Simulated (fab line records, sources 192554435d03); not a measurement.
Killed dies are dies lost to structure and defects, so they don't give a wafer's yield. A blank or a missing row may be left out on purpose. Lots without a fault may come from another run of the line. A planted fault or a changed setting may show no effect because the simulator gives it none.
Which tool did it? | flow n5_finfet | 11 lots, 33 wafers sampled, at 3 steps of a route of 1938

WHAT THE GAUGES READ, wafer by wafer
N5_BEOL_M6_CD_MEAS_18: pitch 80 nm, target cd 40 nm.
lot  | measured     | on        | cd_nm (nm)
L593 | day 9 15:00  | cd_sem-02 | 40.2 39.3 39.9
L594 | day 9 20:18  | cd_sem-01 | 40.0 40.1 39.7
L597 | day 9 23:11  | cd_sem-03 | 40.3 39.2 40.0
L596 | day 10 04:05 | cd_sem-03 | 40.7 40.5 41.2
L595 | day 10 07:17 | cd_sem-02 | 41.1 41.0 40.6
L598 | day 10 10:42 | cd_sem-03 | 39.0 39.8 39.3
L601 | day 11 07:27 | cd_sem-03 | 39.2 40.0 39.4
L605 | day 12 08:27 | cd_sem-01 | 40.0 40.9 39.3
L612 | day 13 18:57 | cd_sem-01 | 39.3 39.5 39.0
L613 | day 14 17:04 | cd_sem-02 | 39.5 40.5 39.8
L614 | day 14 20:44 | cd_sem-03 | 40.0 39.7 40.6

WHICH TOOL RAN EACH LOT (tool, then ch and the chambers of the sampled wafers, then the start)
lot  | N5_BEOL_M6_PECVD_70             | N5_BEOL_M6_ETCH_61
L593 | pecvd-03 ch 0,2, day 9 12:57    | rie_diel-06 ch 0,2,3, day 9 14:33
L594 | pecvd-03 ch 0,2, day 9 17:56    | rie_diel-01 ch 0,2,3, day 9 19:52
L597 | pecvd-04 ch 0,1,2, day 9 21:10  | rie_diel-01 ch 0,2,3, day 9 22:31
L596 | pecvd-04 ch 0,1, day 10 03:07   | rie_diel-05 ch 0,1, day 10 03:40
L595 | pecvd-01 ch 0,1, day 10 05:33   | rie_diel-01 ch 1,3, day 10 06:51
L598 | pecvd-01 ch 1,2, day 10 09:39   | rie_diel-01 ch 0,1,3, day 10 10:15
L601 | pecvd-03 ch 1,2, day 11 04:26   | rie_diel-01 ch 0,1, day 11 06:54
L605 | pecvd-03 ch 0,1, day 12 05:59   | rie_diel-01 ch 0,2, day 12 08:02
L612 | pecvd-04 ch 0,2, day 13 17:40   | rie_diel-06 ch 1,3, day 13 18:31
L613 | pecvd-01 ch 1,2, day 14 13:19   | rie_diel-05 ch 0,1, day 14 16:34
L614 | pecvd-04 ch 0,1,2, day 14 17:21 | rie_diel-01 ch 0,2, day 14 20:07
- N5_BEOL_M6_PECVD_70: deposits SiO2 from TEOS/O2, target thk 20 nm, time 22.7 s.
- N5_BEOL_M6_ETCH_61: etches SiARC in CF4, target depth 45.5 nm, time 75.8 s.

THE ANSWER, worked out from the rows above alone
Rule: what is usual is taken from the lots themselves. Put in order of their means at a reading, lots are off if they are a third of the lots or fewer, leave a main group of 4 or more, and stand apart from it by a gap of 3 or more times the standard deviation of the main group's means; of several such gaps the widest counts. A main group whose means are all the same, to the digits that the tables above print for the reading, isn't used. A lot without any number at a reading at which 4 lots or more have one is off too. The other lots that the step has rows for count as sound.
No lot is off at any reading shown: from this, nothing can be told.

WHAT THE SIMULATOR HAD PUT IN
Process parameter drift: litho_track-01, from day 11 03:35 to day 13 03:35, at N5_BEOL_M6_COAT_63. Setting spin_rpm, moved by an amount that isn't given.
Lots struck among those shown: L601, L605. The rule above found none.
